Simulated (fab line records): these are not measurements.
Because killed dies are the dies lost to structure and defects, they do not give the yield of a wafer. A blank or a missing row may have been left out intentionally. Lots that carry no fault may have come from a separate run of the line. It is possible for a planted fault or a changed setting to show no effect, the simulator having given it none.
One fault seen from 2 desks | flow n5-finfet | what lay behind the numbers comes last; until then each desk has only its own

## FROM THE METROLOGY DESK
Means of the sampled wafers that have a number, per lot and without regard to the tool the lot ran on: this is what the gauges read. The brackets show how far a lot's mean lies from the usual mean; more than 4 standard deviations puts the lot out of limits, marked OUT.
Columns: A = cd-nm at N5_BEOL_M10_CD_MEAS_18, usual 70.1 nm; B = cd-nm at N5_BEOL_M10_CD_MEAS_28, usual 70.1 nm; C = trench-depth-nm at N5_BEOL_M10_OCD_MEAS_38, usual 145.9 nm; D = M10_THK at N5_BEOL_M10_THK_MEAS_53, usual 140 nm; E = M10_RS at N5_BEOL_M10_RS_MEAS_57, usual 0.154 ohm/sq
lot  | first seen here | A    | B    | C                | D              | E
L708 | day 10 07:54    | 70.5 | 69.7 | 147.6            | 143            | 0.151
L709 | day 10 14:36    | 70.1 | 71.2 | 148.3            | 144            | 0.152
L711 | day 10 18:08    | 69.6 | 69.1 | 148.5            | 143            | 0.151
L710 | day 10 21:58    | 70.8 | 70.3 | 147.1            | 140            | 0.153
L713 | day 12 03:47    | 70.3 | 69.7 | 145.0            | 136            | 0.156
L721 | day 13 06:43    | 70.6 | 70.4 | 196.6 (+18) OUT  | 189 (+14) OUT  | 0.110 (-12) OUT
L718 | day 13 12:34    | 70.5 | 70.4 | 170.6 (+8.8) OUT | 166 (+7.5) OUT | 0.134 (-5.4) OUT
L723 | day 13 23:35    | 69.5 | 69.1 | 146.7            | 142            | 0.152
L725 | day 15 00:51    | 70.6 | 70.6 | 149.9            | 144            | 0.150
L729 | day 16 11:15    | 69.3 | 70.5 | 144.5            | 138            | 0.156
This desk finds L718, L721 out of limits, L721 being first, at day 13 11:21 (trench-depth-nm at N5_BEOL_M10_OCD_MEAS_38). Within limits: L708, L709, L711, L710, L713, L723, L725, L729.

## TOOL OWNER'S DESK, rie-diel-02
The tool's own readings at N5_BEOL_M10_TRENCH_ETCH_37 (etches SiCOH lowk in C4F6/O2, target depth 148.83 nm, time 48 s): means of the sampled wafers that have a number, for each lot that ran on this tool. The brackets show how far a lot's mean lies from the usual mean; more than 4 standard deviations puts the lot out of limits, marked OUT.
Columns: A = C4F6_flow_sccm at N5_BEOL_M10_TRENCH_ETCH_37, usual 10.003 sccm; B = chamber-pressure-mTorr at N5_BEOL_M10_TRENCH_ETCH_37, usual 30.001 mTorr; C = drypump-motor-current-A at N5_BEOL_M10_TRENCH_ETCH_37, usual 5.6 A; D = oes-product-au at N5_BEOL_M10_TRENCH_ETCH_37, usual 0.77 a.u.; E = rf-vpp-V at N5_BEOL_M10_TRENCH_ETCH_37, usual 663 V; F = showerhead-plenum-p-Torr at N5_BEOL_M10_TRENCH_ETCH_37, usual 2.82 Torr; G = throttle-valve-pct at N5_BEOL_M10_TRENCH_ETCH_37, usual 21.04 %
lot  | first seen here | A      | B      | C   | D    | E   | F    | G
L713 | day 12 04:58    | 9.995  | 29.995 | 5.2 | 0.79 | 654 | 2.80 | 21.16
L721 | day 13 11:10    | 9.997  | 30.000 | 5.2 | 0.93 | 662 | 2.87 | 21.15
L718 | day 13 14:05    | 10.009 | 30.023 | 5.2 | 0.84 | 662 | 2.87 | 21.13
This desk's verdict: no lot among the 3 shows anything out of limits.

## PUT TOGETHER
The metrology desk could have raised an alarm at day 13 11:21, on L718, L721.
The tool owner's desk saw nothing out of limits.
Tool owner's desk: L718, L721 on record, inside its limits.
All the named lots went through N5_BEOL_M10_TRENCH_ETCH_37 on rie-diel-02.

## WHAT THE SIMULATOR HAD INSERTED
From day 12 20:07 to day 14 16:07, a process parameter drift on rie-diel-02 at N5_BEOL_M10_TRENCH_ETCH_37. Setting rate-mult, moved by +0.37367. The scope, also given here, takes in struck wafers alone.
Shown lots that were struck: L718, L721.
Delay in hours, fault start to first out-of-limits reading, per desk: metrology desk 15.
